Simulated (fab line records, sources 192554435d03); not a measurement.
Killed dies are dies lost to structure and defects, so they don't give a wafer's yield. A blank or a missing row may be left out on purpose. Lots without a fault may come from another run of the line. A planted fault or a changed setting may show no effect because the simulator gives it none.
Which tool did it? | flow n5_finfet | 11 lots, 33 wafers sampled, at 4 steps of a route of 1938

WHAT THE GAUGES READ, wafer by wafer
N5_HKMG_FIN_INSPECT_14: inspects for defects (macro).
lot  | measured    | on                | raw_defect_count
L075 | day 4 15:58 | defect_inspect-02 | 4 4 3
L077 | day 5 02:05 | defect_inspect-01 | 1 1 5
L079 | day 5 15:22 | defect_inspect-02 | 4 2 3
L081 | day 6 00:38 | defect_inspect-02 | 1 2 1
L083 | day 6 11:41 | defect_inspect-01 | 2 0 3
L086 | day 7 06:35 | defect_inspect-01 | 1 3 2
L088 | day 7 14:14 | defect_inspect-02 | 2 2 2
L090 | day 8 02:55 | defect_inspect-02 | 0 2 4
L092 | day 8 18:40 | defect_inspect-02 | 4 6 3
L094 | day 9 08:10 | defect_inspect-01 | 1 2 1
L096 | day 9 18:52 | defect_inspect-02 | 2 3 1

WHICH TOOL RAN EACH LOT (tool, then ch and the chambers of the sampled wafers, then the start)
lot  | N5_HKMG_FIN_HK_ANNEAL_02        | N5_HKMG_FIN_ALD_74              | N5_HKMG_FIN_ETCH_58
L075 | rtp_anneal-01 ch 0, day 4 11:44 | ald_hk-03 ch 0,1,2, day 4 11:58 | rie_diel-03 ch 1,2,3, day 4 12:55
L077 | rtp_anneal-01 ch 0, day 4 21:45 | ald_hk-03 ch 0,1,3, day 4 21:57 | rie_diel-04 ch 0,1,2, day 4 23:02
L079 | rtp_anneal-02 ch 0, day 5 11:15 | ald_hk-03 ch 0,2,3, day 5 11:28 | rie_diel-04 ch 1,2, day 5 12:20
L081 | rtp_anneal-02 ch 0, day 5 20:16 | ald_hk-02 ch 0,1, day 5 20:26   | rie_diel-05 ch 1,3, day 5 21:39
L083 | rtp_anneal-02 ch 0, day 6 07:27 | ald_hk-02 ch 0,2,3, day 6 07:38 | rie_diel-05 ch 0,2,3, day 6 08:45
L086 | rtp_anneal-02 ch 0, day 7 02:25 | ald_hk-01 ch 0,2, day 7 02:38   | rie_diel-05 ch 2,3, day 7 03:34
L088 | rtp_anneal-01 ch 0, day 7 10:07 | ald_hk-02 ch 0,1,3, day 7 10:19 | rie_diel-03 ch 0,1,2, day 7 11:08
L090 | rtp_anneal-02 ch 0, day 7 22:41 | ald_hk-02 ch 0,1, day 7 22:53   | rie_diel-03 ch 1,3, day 7 23:49
L092 | rtp_anneal-02 ch 0, day 8 14:26 | ald_hk-02 ch 0,3, day 8 14:35   | rie_diel-04 ch 0,2,3, day 8 15:48
L094 | rtp_anneal-01 ch 0, day 9 04:14 | ald_hk-01 ch 0,1,3, day 9 04:27 | rie_diel-05 ch 1,3, day 9 05:15
L096 | rtp_anneal-01 ch 0, day 9 14:41 | ald_hk-01 ch 0,2,3, day 9 14:53 | rie_diel-03 ch 0,1,3, day 9 15:49
- N5_HKMG_FIN_HK_ANNEAL_02: time 30 s.
- N5_HKMG_FIN_ALD_74: deposits La2O3, target thk 0.5 nm, pulse time 6 s, co reactant pulse time 1 s.
- N5_HKMG_FIN_ETCH_58: etches SOC in N2/H2, target depth 215.8 nm, time 741 s.

THE ANSWER, worked out from the rows above alone
Rule: what is usual is taken from the lots themselves. Put in order of their means at a reading, lots are off if they are a third of the lots or fewer, leave a main group of 4 or more, and stand apart from it by a gap of 3 or more times the standard deviation of the main group's means; of several such gaps the widest counts. A main group whose means are all the same, to the digits that the tables above print for the reading, isn't used. A lot without any number at a reading at which 4 lots or more have one is off too. The other lots that the step has rows for count as sound.
No lot is off at any reading shown: from this, nothing can be told.

WHAT THE SIMULATOR HAD PUT IN
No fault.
